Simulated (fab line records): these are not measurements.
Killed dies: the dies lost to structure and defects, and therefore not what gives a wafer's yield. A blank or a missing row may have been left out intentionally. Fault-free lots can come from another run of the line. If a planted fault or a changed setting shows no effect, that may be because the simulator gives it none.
Which tool did it?    flow n5Finfet    15 lots, 39 wafers sampled, at 3 steps of a route of 1938

## WHAT THE GAUGES SHOWED, per wafer
N5_BEOL_M8_CD_MEAS_18: pitch 80 nm, target cd 40 nm. Usual: cdNm at 39.9 nm, with a standard deviation of 0.74.
lot   measured      on        cdNm (nm)       flag
L917  day 9 19:32   cdSem-03  39.1 40.2       
L919  day 10 01:24  cdSem-01  40.1 40.8 40.0  
L921  day 10 17:09  cdSem-01  38.5 40.5 39.3  
L923  day 11 00:58  cdSem-01  39.4 39.5       
L924  day 11 09:29  cdSem-02  39.0 37.7       
L925  day 11 13:34  cdSem-03  40.4 39.6       
L929  day 12 11:01  cdSem-01  39.5 38.8       
L930  day 12 18:01  cdSem-01  40.1 39.9 39.6  
L932  day 13 04:08  cdSem-03  40.6 40.1 39.8  
L931  day 13 11:40  cdSem-03  39.1 39.5 38.7  
L937  day 14 14:37  cdSem-03  40.3 39.6 39.5  
L933  day 14 16:32  cdSem-03  39.9 40.1       
L936  day 14 21:37  cdSem-02  39.6 40.3 40.1  
L939  day 15 06:39  cdSem-02  41.0 40.5 40.7  
L938  day 15 06:55  cdSem-01  39.9 40.8 39.0  

## WHAT TOOL EACH LOT RAN ON (gives the tool, then ch and the chambers of the sampled wafers, and finally the start)
lot   N5_BEOL_M8_PECVD_70              N5_BEOL_M8_ETCH_61
L917  pecvd-03 ch 0,1, day 9 18:02     rieDiel-03 ch 1,3, day 9 19:07
L919  pecvd-03 ch 0,1,2, day 9 21:35   rieDiel-02 ch 1,3, day 10 00:52
L921  pecvd-03 ch 0,2, day 10 15:55    rieDiel-02 ch 0,1,3, day 10 16:44
L923  pecvd-02 ch 0,2, day 10 22:56    rieDiel-01 ch 2,3, day 11 00:31
L924  pecvd-02 ch 0,1, day 11 06:08    rieDiel-03 ch 2, day 11 09:00
L925  pecvd-04 ch 0,1, day 11 11:54    rieDiel-01 ch 1, day 11 13:09
L929  pecvd-03 ch 0,1, day 12 08:28    rieDiel-03 ch 1,2, day 12 10:37
L930  pecvd-03 ch 0,1,2, day 12 12:49  rieDiel-02 ch 1,2,3, day 12 17:28
L932  pecvd-02 ch 1,2, day 13 02:35    rieDiel-01 ch 0,3, day 13 03:43
L931  pecvd-03 ch 0,1,2, day 13 09:16  rieDiel-03 ch 0,1,2, day 13 11:14
L937  pecvd-04 ch 0,1,2, day 14 12:29  rieDiel-01 ch 0,1, day 14 14:10
L933  pecvd-04 ch 0,1, day 14 15:05    rieDiel-02 ch 0,1, day 14 16:05
L936  pecvd-02 ch 1,2, day 14 20:12    rieDiel-01 ch 0,2, day 14 21:12
L939  pecvd-02 ch 0,1, day 15 04:43    rieDiel-03 ch 0,3, day 15 06:07
L938  pecvd-02 ch 0,1, day 15 05:16    rieDiel-03 ch 0,1,2, day 15 06:22
- N5_BEOL_M8_PECVD_70: deposits SiO2 from TEOS/O2, target thk 20 nm, time 22.7 s.
- N5_BEOL_M8_ETCH_61: etches SiARC in CF4, target depth 45.5 nm, time 75.8 s.

## AS READ BY THE TOOLS THEMSELVES (means over the sampled wafers that have a number; for cases with no such wafer, the mark the record gives instead)
N5_BEOL_M8_PECVD_70. Usual: heaterPowerW 700 W, standard deviation 130; showerheadPlenumPTorr 8.76 Torr, standard deviation 0.051; throttleValvePct 23.1 %, standard deviation 1.5.
lot   tool      heaterPowerW (W)  showerheadPlenumPTorr (Torr)  throttleValvePct (%)  flag
L917  pecvd-03  676               8.72                          24.1                  
L919  pecvd-03  713               8.71                          23.1                  
L921  pecvd-03  723               8.72                          22.2                  
L923  pecvd-02  552               8.83                          21.4                  
L924  pecvd-02  659               8.77                          23.1                  
L925  pecvd-04  922               8.72                          24.8                  
L929  pecvd-03  668               8.73                          24.2                  
L930  pecvd-03  721               8.71                          23.5                  
L932  pecvd-02  682               8.79                          22.6                  
L931  pecvd-03  698               8.71                          23.5                  
L937  pecvd-04  848               8.75                          23.6                  
L933  pecvd-04  834               8.74                          24.5                  
L936  pecvd-02  714               8.80                          22.6                  
L939  pecvd-02  604               8.76                          23.2                  
L938  pecvd-02  618               8.76                          23.1                  

N5_BEOL_M8_ETCH_61. Usual: drypumpMotorCurrentA 5.7 A, standard deviation 0.39; etchRfOnTimeS 76 s, standard deviation 3.5; oesProductAu 0.68 a.u., standard deviation 0.082; rfVppV 184.6 V, standard deviation 1.2; showerheadPlenumPTorr 2.17 Torr, standard deviation 0.078; throttleValvePct 15.57 %, standard deviation 0.3.
lot   tool        drypumpMotorCurrentA (A)  etchRfOnTimeS (s)  oesProductAu (a.u.)  rfVppV (V)  showerheadPlenumPTorr (Torr)  throttleValvePct (%)  flag
L917  rieDiel-03  6.1                       75                 0.76                 183.8       2.13                          15.25                 
L919  rieDiel-02  6.1                       75                 0.77                 185.3       2.23                          15.39                 
L921  rieDiel-02  5.8                       77                 0.68                 184.5       2.15                          15.56                 
L923  rieDiel-01  5.4                       74                 0.66                 183.5       2.13                          15.67                 
L924  rieDiel-03  5.6                       81                 0.60                 183.9       2.16                          15.84                 
L925  rieDiel-01  6.0                       78                 0.61                 185.1       2.10                          15.61                 
L929  rieDiel-03  5.8                       76                 0.70                 184.1       2.12                          15.44                 
L930  rieDiel-02  5.9                       74                 0.73                 185.1       2.24                          15.55                 
L932  rieDiel-01  5.8                       75                 0.58                 185.4       2.20                          16.03                 
L931  rieDiel-03  5.7                       77                 0.71                 184.3       2.16                          15.40                 
L937  rieDiel-01  6.0                       81                 0.58                 183.6       2.14                          15.76                 
L933  rieDiel-02  5.5                       77                 0.76                 185.8       2.26                          15.41                 
L936  rieDiel-01  5.4                       77                 0.65                 184.0       2.11                          15.54                 
L939  rieDiel-03  5.6                       79                 0.71                 186.3       2.21                          15.41                 
L938  rieDiel-03  5.7                       79                 0.68                 183.8       2.15                          15.44                 

## THE ANSWER, worked out from the rows above alone
Rule: lot off if the mean of its wafers having a number is beyond 3 standard deviations from the usual mean. A lot without any number at a reading at which 4 lots or more have one is off too. Any other lot the step has rows for is counted as sound. After the gauges, taken in route order, come the tools' own readings; for these a lot's mean is taken, as printed above. The first step at which some lot is off is used, and at that step the reading that is off furthest; a lot without a number counts as furthest.
No lot is off at any reading shown: from this, nothing can be told.

## WHAT THE SIMULATOR HAD INSERTED
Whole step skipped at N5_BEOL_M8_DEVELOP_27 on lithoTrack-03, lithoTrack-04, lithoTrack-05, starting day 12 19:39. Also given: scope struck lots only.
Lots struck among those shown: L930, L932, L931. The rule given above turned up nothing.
